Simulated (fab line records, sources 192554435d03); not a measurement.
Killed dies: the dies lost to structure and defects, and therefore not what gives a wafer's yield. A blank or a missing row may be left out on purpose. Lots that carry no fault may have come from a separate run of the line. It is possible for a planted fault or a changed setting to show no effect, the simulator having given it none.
fab line records	flow n5Finfet
[record] lots = 4	wafers = 12	lastDay = 18
route steps=1938 shown SD_EPI_N@275 SD_EPI_P@295 PASSIVATION@1936
lots with no fault: from the same line, run without faults
startH: hours from the record's first day to the start of the lot's first wafer shown	waitH: hours from the lot's prior step to this one	" same as the row above	L1.1+2: a row that stands for several wafers	- no value present, or no start provided	* or withheld: withheld	< > ~ a bound
route shown NAME@n: a module of which the file shows steps, and the number in the route of the first	usual: mean/standard deviation taken from wafers without a fault	same: alike in all rows	chamber/n: place in a boat	sites: the reading at each site	_std_site: the values' standard deviation	_edge_site: the outer-site mean with the inner-site mean subtracted	radiusMm: for every site, how far away it sits from the centre of the wafer	mask NAME#n: copy n	behind: the tool/chamber that last shaped the wafer	hold: why the lot was held/for how many hours/how that ended	device: the n, p or np transistor that did not switch	end of line: tests of these same wafers at the route's end	where a step has no rows: the recipe by itself	killed: dies that structure and defects cost at the first sort, which is not the same as the wafer's yield	map: a wafer's dies, marking killed ones x, the rest . and places with no die _
set.NAME: the setting the step ran with; set.NAME@STEP: the setting that earlier step ran with	model.NAME: the simulator's own value behind a step, which no gauge read
a table for each step, a row for each wafer; lots at some steps of the route
services: the hour from which a tool's chamber was out of use, counted from the record's first day as startH (under 0 if before that day), plus the number of hours and why
[[steps]]
[step N5_SD_EPI_N_ETCH_35]
[recipe] chemistry = N2/H2	target = SOC	overetchA = 1080	maskMaterial = SiARC	tempC = 40	ionEnergyEv = 100	sourceW = 3000	biasW = 133	pressureMtorr = 20	timeS = 486	n2FlowSccm = 200	h2FlowSccm = 200
[step N5_SD_EPI_N_STRIP_36]
[recipe] chemistry = N2/H2	tempC = 40	n2FlowSccm = 200	h2FlowSccm = 200	rfFrequencyHz = 6e+07
[step N5_SD_EPI_N_ETCHBACK_44]
[recipe] chemistry = CH3F/O2	mode = anisotropicEtchback	target = SiNx	targetDepthA = 145	stopOn = SiO2	overEtchFrac = 0.3	ionEnergyEv = 120	pressureMtorr = 30	sourceW = 395	biasW = 73	Ar_flow_sccm = 150	CH3F_flow_sccm = 30	O2_flow_sccm = 20
[step N5_SD_EPI_N_ETCH_45]
[recipe] chemistry = CH3F/O2	target = SiOCN	targetDepthA = 60	maskMaterial = SOC	ionEnergyEv = 60	biasW = 29	pressureMtorr = 15	sourceW = 410	Ar_flow_sccm = 150	CH3F_flow_sccm = 30	O2_flow_sccm = 20
[step N5_SD_EPI_N_ETCH_16]
[recipe] chemistry = CHF3/O2	target = SiO2	targetDepthA = 50	maskMaterial = SOC	pressureMtorr = 30	sourceW = 650	biasW = 170	Ar_flow_sccm = 200	CHF3_flow_sccm = 50	O2_flow_sccm = 5	ionEnergyEv = 200
[step N5_SD_EPI_N_STRIP_47]
[recipe] chemistry = CHF3/O2	resist = SiARC	rfFrequencyHz = 6e+07
[step N5_SD_EPI_N_SD_RECESS_17]
[recipe] chemistry = HBr/Cl2/O2	targetDepthA = 410	maskMaterial = SOC	timeS = 23.7	btTimeS = 3	pressureMtorr = 10	icpW = 800	biasW = 112	HBr_flow_sccm = 150	Cl2_flow_sccm = 80	O2_flow_sccm = 12
[step N5_SD_EPI_N_STRIP_38]
[recipe] chemistry = N2/H2	powerW = 1000	tempC = 250	h2Frac = 0.65	overashFraction = 0.3	pressureMtorr = withheld	n2FlowSccm = 1750	h2FlowSccm = 3250
[step N5_SD_EPI_N_WET_ETCH_43]
[recipe] chemistry = dHF	dilution = withheld	timeS = 14	target = SiO2	targetDepthA = 15	tempC = 25
[step N5_SD_EPI_N_STRIP_18]
[recipe] chemistry = SPM	timeS = 750	tempC = 130	h2so4H2o2VolRatio = 4
[step N5_SD_EPI_N_SRD_20]
[recipe] dry = ipaMarangoni	doPpb = 5	timeS = 30	tempC = 23	rinseLiquid = diw
[step N5_SD_EPI_N_PRECLEAN_48]
[recipe] chemistry = NF3:NH3	afsCycles = 2	tempC = 30	timeS = 20	sublimationTempC = 180	sublimationTimeS = 60	pressureTorr = 3	rfPowerW = 30
[step N5_SD_EPI_N_VAPOR_ETCH_50]
[recipe] chemistry = HCl	target = Si	tempC = 775	timeS = 54	pressureTorr = 20	mode = isotropic
[usual] throttleValvePct = 11.1/0.53
lot.wafer	tool	chamber	startH	waitH	throttleValvePct
L343.1	epiRpcvd-01	0	57.67	0.4	10.7
L343.4	"	0	"	"	10.5
L343.6	"	0	"	"	10.6
L347.2	epiRpcvd-01	0	82.75	0.3	10.6
L347.4	"	0	"	"	10.6
L347.5	"	0	"	"	10.9
L351.4	epiRpcvd-01	0	105.70	0.2	10.9
L351.5	"	0	"	"	10.4
L351.6	"	0	"	"	10.4
L361.2	epiRpcvd-02	0	166.08	0.4	11.3
L361.4	"	0	"	"	11.2
L361.6	"	0	"	"	11.3
[step N5_SD_EPI_N_EPI_21]
[recipe] material = Si:P	dopant = P	tempC = 680	pressureTorr = 255	timeS = 690
[step N5_SD_EPI_N_PRECLEAN_24]
[recipe] chemistry = O3/DIW	timeS = 60	tempC = 22	o3Ppm = 10
[step N5_SD_EPI_N_SRD_25]
[recipe] timeS = 30	tempC = 23	rinseLiquid = diw	dry = ipaMarangoni
[step N5_SD_EPI_N_PRECLEAN_49]
[recipe] chemistry = NF3:NH3	afsCycles = 1	tempC = 30	timeS = 20	sublimationTempC = 180	sublimationTimeS = 60	pressureTorr = 3	rfPowerW = 30
[step N5_SD_EPI_N_LINER_46]
[recipe] material = SiNx	targetThkA = 30	tempC = 400	aldPrecursorFamily = SiH2I2	aldCoReactant = N2/H2-plasma	pressureTorr = 2
[step N5_SD_EPI_N_INSPECT_26]
[recipe] inspectInstrument = darkfield	mode = postEpi
[usual] rawDefectCount = 216/39
lot.wafer	tool	chamber	startH	waitH	rawDefectCount
L343.1	defectInspect-01	-	61.41	0.1	222
L343.4	"	-	"	"	184
L343.6	"	-	"	"	243
L347.2	defectInspect-01	-	85.19	0.1	804
L347.4	"	-	"	"	813
L347.5	"	-	"	"	731
L351.4	defectInspect-02	-	108.22	0.1	772
L351.5	"	-	"	"	713
L351.6	"	-	"	"	799
L361.2	defectInspect-01	-	169.15	0.1	205
L361.4	"	-	"	"	181
L361.6	"	-	"	"	192
[step N5_SD_EPI_P_COAT_34]
[recipe] resist = SOC	tempC = 250	timeS = 60	spinRpm = 1500	resistThkNm = 350
[step N5_SD_EPI_P_COAT_35]
[recipe] resist = SiARC	tempC = 220	timeS = 60	spinRpm = 1500	resistThkNm = 35
[step N5_SD_EPI_P_COAT_03]
[recipe] resist = CAR-ArF-block	spinRpm = 1500	resistThkNm = 150
[step N5_SD_EPI_P_EBR_05]
[recipe] solvent = PGMEA	ebrWidthMm = 1.5
[step N5_SD_EPI_P_SOFTBAKE_04]
[recipe] tempC = 110	timeS = 60	resist = CAR-ArF-block
[step N5_SD_EPI_P_EXPOSE_06]
[recipe] maskId = SD_P_BLK	na = 1.35	sourceShape = conventional	sigmaOuter = 0.8	polarization = unpolarized	targetCdNm = 240	doseMj = 39.5
[step N5_SD_EPI_P_PEB_07]
[recipe] pebTempC = 110	pebTimeS = 60	resist = CAR-ArF-block
[step N5_SD_EPI_P_DEVELOP_08]
[recipe] developTimeS = 30	developer = TMAH	resist = CAR-ArF-block	devTempC = 23	rinseLiquid = diw	dry = airSpin
[step N5_SD_EPI_P_INSPECT_11]
[recipe] mode = adi	inspectInstrument = macro
[usual] rawDefectCount = 2.0/1.6
lot.wafer	tool	chamber	startH	waitH	rawDefectCount
L343.1	defectInspect-02	-	61.86	0.0	1
L343.4	"	-	"	"	2
L343.6	"	-	"	"	4
L347.2	defectInspect-02	-	85.64	0.0	>300
L347.4	"	-	"	"	>300
L347.5	"	-	"	"	>300
L351.4	defectInspect-01	-	108.54	0.0	>300
L351.5	"	-	"	"	>300
L351.6	"	-	"	"	>300
L361.2	defectInspect-01	-	169.60	0.0	3
L361.4	"	-	"	"	5
L361.6	"	-	"	"	4
[step N5_SD_EPI_P_DESCUM_14]
[recipe] chemistry = O2	timeS = 7.9	sourcePowerW = 50	biasPowerW = 20	pressureMtorr = 20	rfFrequencyHz = 2.712e+07	tempC = 40	resist = CAR-ArF-block	o2FlowSccm = 225
[step N5_SD_EPI_P_ETCH_36]
[recipe] chemistry = CF4	target = SiARC	targetDepthA = 455	maskMaterial = CAR-ArF-block	timeS = 75.8	ionEnergyEv = 80	pressureMtorr = 40	sourceW = 545	biasW = 36	Ar_flow_sccm = 100	cf4FlowSccm = 100	ends = cleared
[step N5_SD_EPI_P_ETCH_37]
[recipe] chemistry = N2/H2	target = SOC	overetchA = 1080	maskMaterial = SiARC	tempC = 40	ionEnergyEv = 100	sourceW = 3000	biasW = 133	pressureMtorr = 20	timeS = 486	n2FlowSccm = 200	h2FlowSccm = 200	ends = endPoint
[step N5_SD_EPI_P_STRIP_38]
[recipe] chemistry = N2/H2	tempC = 40	n2FlowSccm = 200	h2FlowSccm = 200	rfFrequencyHz = 6e+07
[step N5_SD_EPI_P_ETCHBACK_46]
[recipe] chemistry = CH3F/O2	mode = anisotropicEtchback	target = SiNx	targetDepthA = 175	stopOn = SiO2	overEtchFrac = 0.3	ionEnergyEv = 120	pressureMtorr = 30	sourceW = 395	biasW = 73	Ar_flow_sccm = 150	CH3F_flow_sccm = 30	O2_flow_sccm = 20
[step N5_SD_EPI_P_ETCH_47]
[recipe] chemistry = CH3F/O2	target = SiOCN	targetDepthA = 250	maskMaterial = SOC	ionEnergyEv = 60	biasW = 29	pressureMtorr = 30	sourceW = 410	Ar_flow_sccm = 150	CH3F_flow_sccm = 30	O2_flow_sccm = 20
[step N5_SD_EPI_P_ETCH_16]
[recipe] chemistry = CHF3/O2	target = SiO2	targetDepthA = 50	maskMaterial = SOC	pressureMtorr = 30	sourceW = 650	biasW = 170	Ar_flow_sccm = 200	CHF3_flow_sccm = 50	O2_flow_sccm = 5	ionEnergyEv = 200
[step N5_SD_EPI_P_STRIP_50]
[recipe] chemistry = CHF3/O2	resist = SiARC	rfFrequencyHz = 6e+07
[step N5_SD_EPI_P_SD_RECESS_17]
[recipe] chemistry = HBr/Cl2/O2	targetDepthA = 391	btTimeS = 3	pressureMtorr = 10	icpW = 800	biasW = 112	HBr_flow_sccm = 150	Cl2_flow_sccm = 80	O2_flow_sccm = 12
[step N5_SD_EPI_P_WET_ETCH_45]
[recipe] chemistry = dHF	dilution = withheld	timeS = 10.7	target = SiO2	targetDepthA = 20	tempC = 25	dry = ipaMarangoni	rinseTimeS = 30	rinseTempC = 23
[step N5_SD_EPI_P_STRIP_40]
[recipe] chemistry = N2/H2	powerW = 1000	tempC = 250	h2Frac = 0.65	overashFraction = 0.3	pressureMtorr = withheld	n2FlowSccm = 1750	h2FlowSccm = 3250
[step N5_SD_EPI_P_INSPECT_26]
[recipe] inspectInstrument = darkfield	mode = postEpi
[usual] rawDefectCount = 182/35
lot.wafer	tool	chamber	startH	waitH	rawDefectCount
L343.1	defectInspect-01	-	66.47	0.0	156
L343.4	"	-	"	"	147
L343.6	"	-	"	"	160
L347.2	defectInspect-02	-	89.50	0.0	789
L347.4	"	-	"	"	746
L347.5	"	-	"	"	695
L351.4	defectInspect-01	-	112.31	0.0	776
L351.5	"	-	"	"	742
L351.6	"	-	"	"	779
L361.2	defectInspect-02	-	174.32	0.0	187
L361.4	"	-	"	"	162
L361.6	"	-	"	"	193
[step N5_PASSIVATION_PROBE_49]
[usual] defectLimitedYield = 91.6/1.4	killed_at_M0_to_M3 = 33/10	killed_at_M4_up = 13/5.3	killedAtContacts = 13/5.9	killedAtFrontEnd = 36/12	killedAtOther = 4/3.1	killedDies = 99/16	killedOpen = 65/13	killedShort = 32/7.3	sort_bin_5_function = 4.9/0.9	sort_bin_6_memory = 3.1/0.66	sortNPass = 1081/17	sortYieldPct = 91.6/1.4
[same] grossDies = 1180	killedAtBackSide = 0	sort_bin_4_leakage[%] = 0	sort_bin_8_speed[%] = 0
lot.wafer	tool	chamber	startH	waitH	defectLimitedYield[%]	killed_at_M0_to_M3	killed_at_M4_up	killedAtContacts	killedAtFrontEnd	killedAtOther	killedDies	killedOpen	killedShort	sort_bin_5_function[%]	sort_bin_6_memory[%]	sortNPass	sortYieldPct[%]
L347.2	prober-01	-	336.60	0.1	81.7	48	9	12	147	0	216	61	30	11.9	4.4	964	81.7
L347.4	prober-01	-	336.70	0.2	82.7	29	12	10	152	1	204	46	35	10.4	4.4	976	82.7
L351.4	prober-01	-	350.17	0.2	80.0	26	12	30	167	1	236	78	29	13.5	4.5	944	80.0
L351.5	prober-01	-	350.22	0.2	82.5	23	14	17	150	3	207	60	31	11.4	3.8	973	82.5
L351.6	prober-01	-	350.27	0.3	82.6	27	20	10	148	0	205	53	28	11.4	3.5	975	82.6
// killed by level:class
L347.2 SD_EPI_N:unspecified=125 BEOL_M2:geometricParticle:open=18 MOL_CONTACT_COAG:geometricParticle:open=12 BEOL_M0_SAQP:geometricParticle:short=12 FIN_SAQP:geometricParticle:short=9 BEOL_M0_SAQP:geometricParticle:open=8 FIN_SAQP:geometricParticle:open=6 BEOL_M4:geometricParticle:open=5
L347.4 SD_EPI_N:unspecified=122 FIN_SAQP:geometricParticle:short=10 MOL_CONTACT_COAG:geometricParticle:open=8 FIN_SAQP:geometricParticle:open=7 BEOL_M2:geometricParticle:open=7 BEOL_M0_SAQP:geometricParticle:short=6 BEOL_M0_SAQP:geometricParticle:open=6 GATE_CUT:geometricParticle:short=4
L351.4 SD_EPI_N:unspecified=129 MOL_CONTACT_COAG:geometricParticle:open=22 STI_FIN_REVEAL:geometricParticle:open=13 BEOL_M0_SAQP:geometricParticle:open=8 MOL_CONTACT_COAG:geometricParticle:short=8 BEOL_M2:geometricParticle:open=7 BEOL_M4:geometricParticle:open=6 GATE_CUT:geometricParticle:short=4
L351.5 SD_EPI_N:unspecified=116 MOL_CONTACT_COAG:geometricParticle:open=14 BEOL_M4:geometricParticle:open=10 FIN_SAQP:geometricParticle:short=9 STI_FIN_REVEAL:geometricParticle:open=7 BEOL_M0_SAQP:geometricParticle:open=5 BEOL_M3:geometricParticle:open=5 STARTING-WAFER:geometricParticle:open=5
L351.6 SD_EPI_N:unspecified=121 MOL_CONTACT_COAG:geometricParticle:open=8 BEOL_M4:geometricParticle:open=8 BEOL_M0_SAQP:geometricParticle:short=6 BEOL_M0:geometricParticle:short=6 BEOL_M2:geometricParticle:open=6 STI_FIN_REVEAL:geometricParticle:open=5 FIN_SAQP:geometricParticle:short=4
// map L347.2 (x killed, . not)
_________________.x....x.....________________
______________.................x_____________
___________x..................x....__________
__________.....x.............x.x...._________
________...............x..x...xx.....x_______
_______............x..x.x.x.xxxxx.x..x.______
______......x..........xxx...xxxxxx....._____
_____...x...............xxxxxxxxxxxxx....____
____...................xxxxxxxxxxxxxx..x..___
___......x.........x...xxxxxxxxxxxxxxx.....__
___.....x...........xx.xxxxxxxxxxxxxxx.....__
__.....................xxxxxxxxxxxxxx......._
__.....x................xxxxxxxxxxxx.....xx._
_.............x...........xxxxxxxxxx..x.x....
_x.........................xxxx.xx..x........
_xx...................x.xxxxxx..x.xx......x..
_....................x.......x...............
_.................................x..........
_..x.........x..........x...............x....
_......x....................x................
_..x........x............x.........x.........
__...x......x...x..........x.....x.........x_
__.x..x.....x..xx.x......x...x.............._
___.x..................x...................__
___..x..........x.......x..................__
____......................................___
_____......x......x..x...................____
______.............x.......x............_____
_______x..x..x...........x..x...xx.x...______
________.......x...x....x.....x....x.._______
__________................x.x......._________
___________...x.x..................__________
______________.........x........_____________
_________________............________________
// map L351.4 (x killed, . not)
_________________....x.......________________
______________........x........._____________
___________................xx......__________
__________................x........._________
________.x.............x.x.xxx.xxx.xx._______
_______....x...x.xx........xxxxxx....x.______
______.....x............x.xxxxxxxxxx...._____
_____......x.....x.x.x..xx.xxxxxxxx.x...x____
____........xx.....x...xxxxxxxxxxxxxxx....___
___.................x..xxxxxxxxxxxxxxx...x.__
___.......x............x.xxxxxxxxxxxx......__
__.........x.......x.x..xxxxxxxxxxxxxx......_
__.x.......x.x........x.xxxxxxxxxxxxx.x....._
_x....x....xx..........x..xxxxxxxx.xx.x......
_........................xxxxxxxx....xx......
_x....x...............x....xxxx.xx..x........
_..xxx...................x.......x...........
_.............x.....x...x..x...x.............
_......x.............x.......x.............x.
_....x......x................x......x........
_........x...x........x...x.x................
__.......................xx................._
__x........x...x........x..x...........x...._
___............xxx...x..x..................__
___.............x....x.....................__
____.x....x....x.......x..................___
_____.........x.xx..................x....____
______..........x........x.............._____
_______...x...........x..x...........x.______
________x.........x.....x............._______
__________.xx.................x....._________
___________........................__________
______________..x..............x_____________
_________________x...........________________
[[services]]
tool	chamber	startH	hours	kind
epiRpcvd-02	-	73.62	14.6	pm
[[key]]
[firstSign] step = N5_SD_EPI_N_INSPECT_26	reading = rawDefectCount	direction = up	sigmas = 14	usual = 216	struck = 772
[effect] step = N5_SD_EPI_P_INSPECT_11	reading = rawDefectCount	direction = up	sigmas = 99+	usual = 2.0	struck = >300
[effect] step = N5_SD_EPI_P_INSPECT_26	reading = rawDefectCount	direction = up	sigmas = 17	usual = 182	struck = 754
[effect] step = N5_PASSIVATION_PROBE_49	reading = killedAtFrontEnd	direction = up	sigmas = 9.9	usual = 36	struck = 153
[moreKillsBornAt] N5_SD_EPI_N_VAPOR_ETCH_50@epiRpcvd-01 = 613
metAt N5_SD_EPI_N_VAPOR_ETCH_50
struckWafers L347.2,L347.4,L347.5,L351.4,L351.5,L351.6
rowsEnd L347.5
onsetBetween 57.67 82.75
[fault] kind = chamberParticleSource	tool = epiRpcvd-01	chamber = -	onsetH = 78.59	steps = N5_SD_EPI_N_VAPOR_ETCH_50	ratePerVisitCm2 = 0.83165
// rowsEnd: these wafers met a further fault down the route, and their rows from its step on are left out
